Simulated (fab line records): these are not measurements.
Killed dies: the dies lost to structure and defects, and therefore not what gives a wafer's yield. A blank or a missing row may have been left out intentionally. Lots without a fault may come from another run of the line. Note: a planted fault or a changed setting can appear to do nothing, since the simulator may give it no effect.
Chamber matching + flow n5_finfet + N5_FIN_SAQP_PECVD_47 on pecvd-01: 3 sister chambers
The step deposits a-Si from SiH4/He, target thk 45 nm, time 36.3 s. 3 wafers are shown with their chamber, then 11 later ones without.

## WAFERS PAIRED WITH THEIR CHAMBERS
| wafer  | chamber | throttle_valve_pct (%) |
|--------|---------|------------------------|
| L090.3 | 1       | 16.3                   |
| L090.6 | 0       | 19.0                   |
| L092.2 | 2       | 16.5                   |

## WAFERS WHOSE CHAMBER IS MISSING
| wafer  | throttle_valve_pct (%) |
|--------|------------------------|
| L092.3 | 16.7                   |
| L092.4 | 16.6                   |
| L093.1 | 16.1                   |
| L093.2 | 16.3                   |
| L093.5 | 16.7                   |
| L094.1 | 18.8                   |
| L094.5 | 19.1                   |
| L094.6 | 16.3                   |
| L096.1 | 19.0                   |
| L096.3 | 16.4                   |
| L096.4 | 16.4                   |

## EACH ONE'S CHAMBER
| wafer  | from the rows above     | in truth |
|--------|-------------------------|----------|
| L092.3 | can't be placed: 2 or 1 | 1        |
| L092.4 | can't be placed: 2 or 1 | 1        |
| L093.1 | can't be placed: 1 or 2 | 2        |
| L093.2 | can't be placed: 1 or 2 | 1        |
| L093.5 | can't be placed: 2 or 1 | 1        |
| L094.1 | 0                       | 0        |
| L094.5 | 0                       | 0        |
| L094.6 | can't be placed: 1 or 2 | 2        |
| L096.1 | 0                       | 0        |
| L096.3 | can't be placed: 1 or 2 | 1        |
| L096.4 | can't be placed: 1 or 2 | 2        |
Correct placement for 3 of the 11. Can't be placed from these rows: 8 (the true chamber is among the candidates in 8). 0 placed wrongly.
How it was worked out, from the rows above alone: a wafer's distance from a chamber is the root of the sum, over the readings, of the square of ((its reading less the chamber's mean) divided by the reading's scatter). The wafer belongs to the nearest chamber; if the next one is less than 2 further off, it can't be placed. A chamber's mean is the mean of its shown wafers. The scatter: root of mean squared gap, hidden wafer to nearest shown wafer, with one shown wafer a chamber.
